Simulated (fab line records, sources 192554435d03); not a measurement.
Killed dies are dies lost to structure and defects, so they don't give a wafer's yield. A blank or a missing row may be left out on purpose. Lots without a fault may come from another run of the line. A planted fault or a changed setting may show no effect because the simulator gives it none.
Split-lot experiment | flow n5_finfet | 7 lots, 21 wafers read, on a route of 1938 steps

THE SPLIT
At N5_SDB_COAT_05 (resist thk 90 nm), the setting spin_rpm was moved away from the recipe's 1500 rpm on 5 of the 21 wafers read, by -5.4% to +7.9%. The other wafers ran this setting at the recipe's value.

FROM THE SPLIT TO THE READING: what the file shows between them, 6 steps
- N5_SDB_EBR_07
- N5_SDB_SOFTBAKE_06: time 60 s
- N5_SDB_EXPOSE_08: exposes mask SDB
- N5_SDB_PEB_09: peb time 60 s
- N5_SDB_DEVELOP_10: develop time 30 s
- N5_SDB_DESCUM_16: chemistry O2, time 7.9 s

THE READING
CAR-ArF_of_SDB_COAT_05.thk_nm (the simulator's own value, which no gauge read), in nm, at N5_SDB_ETCH_17 (etches SiARC in CF4, target depth 23.4 nm, time 39 s). The file gives no usual value for it. The 16 wafers here that ran the recipe average 66.8 nm, standard deviation 0.3 nm.

wafer  | tool, chamber at the split | spin_rpm as run, rpm | against the recipe | CAR-ArF_of_SDB_COAT_05.thk_nm, nm | against lot-mates on the recipe
L076.1 | litho_track-05, 0          | 1500                 | recipe             | 67                                | -
L076.2 | litho_track-05, 0          | 1500                 | recipe             | 66.8                              | -
L076.5 | litho_track-05, 0          | 1500                 | recipe             | 66.8                              | -
L077.4 | litho_track-02, 0          | 1500                 | recipe             | 67.4                              | -
L077.5 | litho_track-02, 0          | 1589                 | +5.9%              | 64.2                              | -2.9
L077.6 | litho_track-02, 0          | 1500                 | recipe             | 66.8                              | -
L082.1 | litho_track-02, 0          | 1500                 | recipe             | 66.4                              | -
L082.2 | litho_track-02, 0          | 1500                 | recipe             | 66.4                              | -
L082.5 | litho_track-02, 0          | 1419                 | -5.4%              | 69                                | +2.6
L084.2 | litho_track-02, 0          | 1500                 | recipe             | 66.6                              | -
L084.5 | litho_track-02, 0          | 1500                 | recipe             | 66.6                              | -
L084.6 | litho_track-02, 0          | 1500                 | recipe             | 66.8                              | -
L089.1 | litho_track-02, 0          | 1500                 | recipe             | 66.2                              | -
L089.4 | litho_track-02, 0          | 1618                 | +7.9%              | 63.2                              | -3.2
L089.6 | litho_track-02, 0          | 1500                 | recipe             | 66.6                              | -
L093.2 | litho_track-05, 0          | 1455                 | -3.0%              | 68.2                              | +1.2
L093.4 | litho_track-05, 0          | 1500                 | recipe             | 67                                | -
L093.5 | litho_track-05, 0          | 1500                 | recipe             | 67                                | -
L094.1 | litho_track-03, 0          | 1500                 | recipe             | 67.2                              | -
L094.2 | litho_track-03, 0          | 1500                 | recipe             | 67                                | -
L094.4 | litho_track-03, 0          | 1619                 | +7.9%              | 63.6                              | -3.5

THE FIT
A straight line over all 21 wafers: CAR-ArF_of_SDB_COAT_05.thk_nm changes by -0.429 nm for each +1% of spin_rpm; r = -0.98; the points scatter about the line by 0.29 nm.
The same after taking each lot's own level away (the mean of its wafers on the recipe; 21 wafers): -0.443 nm for each +1%; r = -0.99; scatter 0.17 nm.
On that fit, the largest move of spin_rpm shifts the reading by 3.5 nm.
The lots' own levels span 66.40 to 67.10 nm, that is 2.3 times the standard deviation above.
So the lot-to-lot level changes the slope little: the two slopes agree.
Check: with one of the wafers moved furthest among these (+7.9%) left out of the fit, the line predicts -3.52 nm for it against its lot-mates. It came out at -3.5 nm against them.

THE WHOLE CHAIN: every reading that the file lists as answering this split, in the file's order
step              | what it does                                         | reading                                                                        | change (the file's fit)               | r (the file's)
N5_SDB_COAT_05    | resist thk 90 nm                                     | CAR-ArF_of_SDB_COAT_05.thk_nm (the simulator's own value, which no gauge read) | -0.423 nm for each +1% of the setting | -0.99
N5_SDB_DEVELOP_10 | develop time 30 s                                    | CAR-ArF_of_SDB_COAT_05.thk_nm (the simulator's own value, which no gauge read) | -0.445 nm for each +1% of the setting | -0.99
N5_SDB_DESCUM_16  | chemistry O2, time 7.9 s                             | CAR-ArF_of_SDB_COAT_05.thk_nm (the simulator's own value, which no gauge read) | -0.435 nm for each +1% of the setting | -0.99
N5_SDB_ETCH_17    | etches SiARC in CF4, target depth 23.4 nm, time 39 s | CAR-ArF_of_SDB_COAT_05.thk_nm (the simulator's own value, which no gauge read) | -0.443 nm for each +1% of the setting | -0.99

THE FILE'S OWN FIT
CAR-ArF_of_SDB_COAT_05.thk_nm changes by -0.443 nm for each +1% of spin_rpm, r = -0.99.
